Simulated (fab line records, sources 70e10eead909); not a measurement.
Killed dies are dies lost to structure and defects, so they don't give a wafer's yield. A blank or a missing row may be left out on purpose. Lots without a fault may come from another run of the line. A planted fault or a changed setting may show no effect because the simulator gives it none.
Which tool did it? | flow nand_harc | 6 lots, 18 wafers sampled, at 5 steps of a route of 1302

WHAT THE GAUGES READ, wafer by wafer
NHARC_END_SORT_01.
lot  | measured     | on        | defect_limited_yield (%)
L688 | day 29 07:24 | prober-01 | 95 97 94
L691 | day 30 20:51 | prober-01 | 0 0 0

WHICH TOOL RAN EACH LOT (tool, then ch and the chambers of the sampled wafers, then the start)
lot  | NHARC_A_BLC_PVD_32                      | NHARC_A_M0_ETCH_15                 | NHARC_A_M0_DEGAS_28          | NHARC_A_M0_CMP_23
L682 | pvd_sputter-01, day 24 15:33 or earlier | rie_diel-04 ch 2,3, day 24 15:33   | pvd_sputter-02, day 24 16:18 | cmp-02 ch 1,3, day 24 17:22
L678 | pvd_sputter-03, day 25 23:52 or earlier | rie_diel-11 ch 0,1,2, day 25 23:52 | pvd_sputter-03, day 26 00:37 | cmp-01 ch 0,2,3, day 26 02:03
L688 | pvd_sputter-02, day 27 12:08 or earlier | rie_diel-04 ch 1,2,3, day 27 12:08 | pvd_sputter-02, day 27 12:53 | cmp-02 ch 0,2,3, day 27 14:01
L691 | pvd_sputter-03, day 29 05:55 or earlier | rie_diel-11 ch 0,3, day 29 05:55   | pvd_sputter-03, day 29 06:43 | cmp-02 ch 2,3, day 29 07:46
L696 | pvd_sputter-01, day 30 08:23 or earlier | rie_diel-07 ch 1,3, day 30 08:23   | pvd_sputter-01, day 30 09:11 | cmp-02 ch 1,2, day 30 10:16
L697 | pvd_sputter-03, day 31 23:23 or earlier | rie_diel-07 ch 1,2,3, day 31 23:23 | pvd_sputter-02, day 32 00:11 | cmp-01 ch 0,3, day 32 01:16
- NHARC_A_BLC_PVD_32: deposits Ti, target thk 5 nm, time 17.7 s.
- NHARC_A_M0_ETCH_15: etches the open film in C4F8/Ar, target depth 150 nm, overetch 15 nm, time 82.5 s.
- NHARC_A_M0_DEGAS_28: time 60 s.
- NHARC_A_M0_CMP_23: polishes, t overpolish 20 s, target thk 113.75 nm.

THE ANSWER, worked out from the rows above alone
Rule: what is usual is taken from the lots themselves. Put in order of their means at a reading, lots are off if they are a third of the lots or fewer, leave a main group of 4 or more, and stand apart from it by a gap of 3 or more times the standard deviation of the main group's means; of several such gaps the widest counts. A main group whose means are all the same, to the digits that the tables above print for the reading, isn't used. A lot without any number at a reading at which 4 lots or more have one is off too. The other lots that the step has rows for count as sound.
No lot is off at any reading shown: from this, nothing can be told.

WHAT THE SIMULATOR HAD PUT IN
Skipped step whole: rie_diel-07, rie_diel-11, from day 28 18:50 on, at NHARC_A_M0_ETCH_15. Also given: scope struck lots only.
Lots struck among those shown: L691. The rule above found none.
